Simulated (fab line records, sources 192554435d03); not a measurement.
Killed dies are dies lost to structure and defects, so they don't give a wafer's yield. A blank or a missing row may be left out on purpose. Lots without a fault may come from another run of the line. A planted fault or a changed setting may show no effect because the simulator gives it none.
One fault seen from 2 desks | flow n5_finfet | each desk has only its own numbers; what lay behind them comes last

THE METROLOGY DESK
What the gauges read, lot by lot, whatever tool the lot ran on: means of the sampled wafers that have a number. A lot is out of limits, marked OUT, if its mean lies more than 4 standard deviations from the usual mean; the brackets give that distance. Of its 10 readings 7 are shown: those that lie furthest out on some lot.
Columns: A = DIBL_P at N5_BEOL_M4_RC_MEAS_101, usual 35.4 mV/V; B = IOFF_N at N5_BEOL_M4_RC_MEAS_101, usual 0.152 nA/um; C = ION_N at N5_BEOL_M4_RC_MEAS_101, usual 672 uA/um; D = ION_P at N5_BEOL_M4_RC_MEAS_101, usual 461 uA/um; E = SS_N at N5_BEOL_M4_RC_MEAS_101, usual 71.4 mV/dec; F = VT_N at N5_BEOL_M4_RC_MEAS_101, usual 251 mV; G = VT_P at N5_BEOL_M4_RC_MEAS_101, usual -251 mV
lot  | first seen here | A    | B     | C   | D   | E    | F   | G
L232 | day 8 23:05     | 37.2 | 0.178 | 683 | 461 | 71.4 | 250 | -254
L236 | day 10 02:19    | 33.0 | 0.124 | 667 | 459 | 71.7 | 255 | -252
L240 | day 11 00:00    | 35.2 | 0.154 | 663 | 447 | 71.9 | 252 | -256
L241 | day 11 01:29    | 35.6 | 0.143 | 666 | 454 | 71.4 | 253 | -254
L242 | day 11 20:44    | 36.3 | 0.164 | 668 | 459 | 72.3 | 250 | -250
L248 | day 12 17:45    | 35.4 | 0.140 | 665 | 452 | 71.5 | 250 | -256
This desk's finding: nothing out of limits on any of the 6 lots.

THE TOOL OWNER'S DESK: rie_diel-04
The tool's own readings at N5_BEOL_M3_ETCH_41 (etches SiCN in CH3F/O2, target depth 29.9 nm, time 52.5 s): means of the sampled wafers that have a number, for each lot that ran on this tool. A lot is out of limits, marked OUT, if its mean lies more than 4 standard deviations from the usual mean; the brackets give that distance.
Columns: A = drypump_motor_current_A at N5_BEOL_M3_ETCH_41, usual 5.8 A; B = oes_product_au at N5_BEOL_M3_ETCH_41, usual 0.77 a.u.; C = rf_vpp_V at N5_BEOL_M3_ETCH_41, usual 296.7 V; D = showerhead_plenum_p_Torr at N5_BEOL_M3_ETCH_41, usual 1.97 Torr; E = throttle_valve_pct at N5_BEOL_M3_ETCH_41, usual 16.32 %
lot  | first seen here | A   | B    | C     | D    | E
L232 | day 8 07:03     | 5.8 | 0.71 | 297.2 | 1.98 | 16.54
L236 | day 9 07:16     | 5.9 | 0.71 | 296.5 | 2.01 | 16.47
L240 | day 10 07:01    | 5.9 | 0.92 | 297.1 | 2.01 | 16.30
L241 | day 10 09:04    | 5.6 | 0.86 | 296.5 | 1.98 | 16.49
This desk's finding: nothing out of limits on any of the 4 lots.

PUT TOGETHER
The metrology desk saw nothing out of limits.
The tool owner's desk saw nothing out of limits.

WHAT THE SIMULATOR HAD PUT IN
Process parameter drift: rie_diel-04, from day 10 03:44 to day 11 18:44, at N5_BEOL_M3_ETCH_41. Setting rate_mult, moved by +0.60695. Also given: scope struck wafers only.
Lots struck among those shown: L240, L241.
